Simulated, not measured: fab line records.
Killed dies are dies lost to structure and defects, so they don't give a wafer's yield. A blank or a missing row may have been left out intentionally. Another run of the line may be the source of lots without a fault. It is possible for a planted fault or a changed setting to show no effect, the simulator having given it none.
The tool behind it: which one?    flow n5Finfet    33 wafers from 12 lots sampled at 2 of the route's 1938 steps

WHAT EACH GAUGE READ, for each wafer
N5_BEOL_M9_CD_MEAS_35: target cd 70 nm, target cd y 40 nm.
lot   measured      on        cdNm (nm)
L818  day 15 15:20  cdSem-02  69.1 69.9 68.6
L821  day 15 20:49  cdSem-02  69.5 70.5 69.0
L817  day 17 06:42  cdSem-03  70.4 70.1 69.3
L827  day 17 19:34  cdSem-01  69.4 69.1 70.2
L819  day 18 17:37  cdSem-03  70.1 69.2 69.3
L833  day 20 01:11  cdSem-01  68.8 69.9 69.1
L832  day 20 04:17  cdSem-03  69.8 69.5 69.4
L836  day 21 02:20  cdSem-01  70.4 69.8
L838  day 21 02:28  cdSem-03  69.5 71.1 70.0
L837  day 21 23:37  cdSem-03  70.5 69.8
L839  day 22 02:28  cdSem-01  69.3 69.2 70.1
L840  day 22 06:52  cdSem-02  69.0 69.6

WHICH TOOL RAN EACH LOT (tool, then ch and the chambers of the sampled wafers, then the start)
lot   N5_BEOL_M9_VIA_ETCH_34
L818  rieDiel-01 ch 1,3, day 15 14:54
L821  rieDiel-05 ch 0,1, day 15 20:16
L817  rieDiel-05 ch 0,1,3, day 17 06:16
L827  rieDiel-04 ch 0,1,2, day 17 19:08
L819  rieDiel-01 ch 0,1, day 18 17:11
L833  rieDiel-04 ch 0,3, day 20 00:46
L832  rieDiel-04 ch 0,2, day 20 03:52
L836  rieDiel-05 ch 1,2, day 21 01:55
L838  rieDiel-01 ch 0,3, day 21 02:01
L837  rieDiel-05 ch 0,2, day 21 23:10
L839  rieDiel-01 ch 0,1,2, day 22 02:02
L840  rieDiel-01 ch 1, day 22 06:20
- N5_BEOL_M9_VIA_ETCH_34: etches SiCOH lowk in C4F6/O2, target depth 182.4 nm, time 68.4 s.

AS READ BY THE TOOLS THEMSELVES (means over the sampled wafers that have a number; for cases with no such wafer, the mark the record gives instead)
N5_BEOL_M9_VIA_ETCH_34.
lot   tool        drypumpMotorCurrentA (A)  oesProductAu (a.u.)  rfVppV (V)  showerheadPlenumPTorr (Torr)  throttleValvePct (%)
L818  rieDiel-01  5.8                       0.78                 676         2.85                          20.68
L821  rieDiel-05  5.5                       0.93                 660         2.80                          20.70
L817  rieDiel-05  5.7                       0.90                 654         2.79                          20.68
L827  rieDiel-04  5.3                       0.90                 676         2.91                          20.94
L819  rieDiel-01  5.4                       0.71                 664         2.81                          20.78
L833  rieDiel-04  5.6                       0.71                 688         2.87                          20.92
L832  rieDiel-04  5.2                       0.85                 670         2.93                          20.84
L836  rieDiel-05  5.8                       0.77                 666         2.79                          20.73
L838  rieDiel-01  5.8                       0.77                 668         2.81                          20.66
L837  rieDiel-05  5.5                       0.77                 663         2.80                          20.85
L839  rieDiel-01  5.6                       0.72                 660         2.80                          20.82
L840  rieDiel-01  5.6                       0.70                 672         2.83                          20.80

THE ANSWER, worked out from the rows above alone
Rule: the usual values come from the lots themselves. Put in order of their means at a reading, lots are off if they are a third of the lots or fewer, leave a main group of 4 or more, and stand apart from it by a gap of 3 or more times the standard deviation of the main group's means; of several such gaps the widest counts. A main group is skipped when, at the precision printed for the reading in the tables above, its means are all equal. Also off: a lot with no number at a reading for which 4 or more lots have one. All remaining lots with rows at the step are treated as sound. First the gauges in route order, then the tools' own readings, where a lot's mean is used as printed above. At the first step where some lot is off, the reading lying furthest off is the one used; lots without a number count as furthest.
Across all readings shown, no lot is off: no conclusion can be drawn from this.

WHAT THE SIMULATOR HAD PUT IN
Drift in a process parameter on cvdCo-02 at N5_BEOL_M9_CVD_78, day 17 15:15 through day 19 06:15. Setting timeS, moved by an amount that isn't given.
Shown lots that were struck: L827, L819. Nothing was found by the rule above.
